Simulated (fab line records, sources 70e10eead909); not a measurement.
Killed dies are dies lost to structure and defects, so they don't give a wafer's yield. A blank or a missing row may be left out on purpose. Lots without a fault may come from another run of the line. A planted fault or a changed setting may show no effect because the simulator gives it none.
Problem report in the 8D (eight disciplines) form, filled by code | flow nand_harc | the parts of the form that need people (team, actions taken, sign-off) are left out

1. THE PROBLEM
killed_at_array at NHARC_END_SORT_01 reads a mean of 90 on 2 wafers of 2 lots; wafers without a fault read 26 with a standard deviation of 10. That is +6.3 standard deviations from the usual mean.
First seen on wafer L737.5, day 21 04:37, on prober-02. The record holds 2 wafers of 2 lots with a number at this step. Rule for "out", or "out of limits": more than 4 standard deviations from the usual mean. The other wafers with a number count as sound.

2. WHAT IT IS AND WHAT IT IS NOT
question                    | is                           | is not
which readings at this step | killed_at_array, killed_dies | killed_at_other, killed_at_periphery, killed_open, killed_short
which lots                  | L737, L739                   | -
which wafers of those lots  | all that have a number       | -
read on which gauges        | prober-01, prober-02         | -
when                        | from day 21 04:37            | up to then (0 sound wafers)

3. SUSPECTS, AND WHAT RULES EACH OUT
Counting: a tool at a process step up to the reading stays a suspect if it ran every lot that is out and no sound lot after the first of them.
- the gauge at NHARC_END_SORT_01: ruled out. The wafers that are out were read on 2 gauges (prober-01, prober-02).
- ald_hk-01 at NHARC_A_STAIRCASE_ALD_415 (deposits SiO2, target thk 30 nm, pulse time 6 s, ald cycles 300): kept. It ran every lot that is out, first L737 (day 13 01:47), and no sound lot after that.
- pecvd-04 at NHARC_A_STAIRCASE_DEP_322 (deposits SiO2, target thk 3800 nm): kept. It ran every lot that is out, first L737 (day 14 00:02), and no sound lot after that.
- rie_diel-03 at NHARC_A_STAIRCASE_ETCH_444 (etches the open film in C4F8/O2, target depth 10200 nm, time 3400 s): kept. It ran every lot that is out, first L737 (day 14 16:22), and no sound lot after that.
Left after counting: ald_hk-01 at NHARC_A_STAIRCASE_ALD_415, pecvd-04 at NHARC_A_STAIRCASE_DEP_322, rie_diel-03 at NHARC_A_STAIRCASE_ETCH_444.

4. THE CAUSE (what the simulator had put in)
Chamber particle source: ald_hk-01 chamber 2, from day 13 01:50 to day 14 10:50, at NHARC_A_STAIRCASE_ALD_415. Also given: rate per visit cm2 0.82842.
Counting left 3 suspects, and this tool is among them.

5. THE CHAIN OF EFFECTS, in route order
Each row: a reading whose mean over the struck wafers that have a number lies more than 3 standard deviations from the usual. Only readings for which the record gives a usual standard deviation are gone through. hours: the time from each lot's start at the first step in this table that gives one to its start at this step, as a median over the lots. sigmas: the change in usual standard deviations.
hours | step              | reading         | usual | on struck wafers | change | sigmas
0     | NHARC_END_SORT_01 | killed_at_array | 26    | 90               | +64    | +6.3
0     | NHARC_END_SORT_01 | killed_dies     | 29    | 93               | +64    | +5.8

6. WHAT WOULD HAVE CAUGHT IT SOONER
In this record the first reading out of limits at a measuring or inspecting step was taken at day 21 04:37, 195 hours after the fault began at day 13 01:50.
Of the tool readings at NHARC_A_STAIRCASE_ALD_415 for which the record gives a usual standard deviation, none was out on any struck wafer, so an alarm limit of 4 standard deviations on them would not have fired.
All the lots that are out (2) had begun NHARC_A_STAIRCASE_ALD_415 on ald_hk-01 by day 21 04:37. A hold on the tool at that time would have spared none of them.
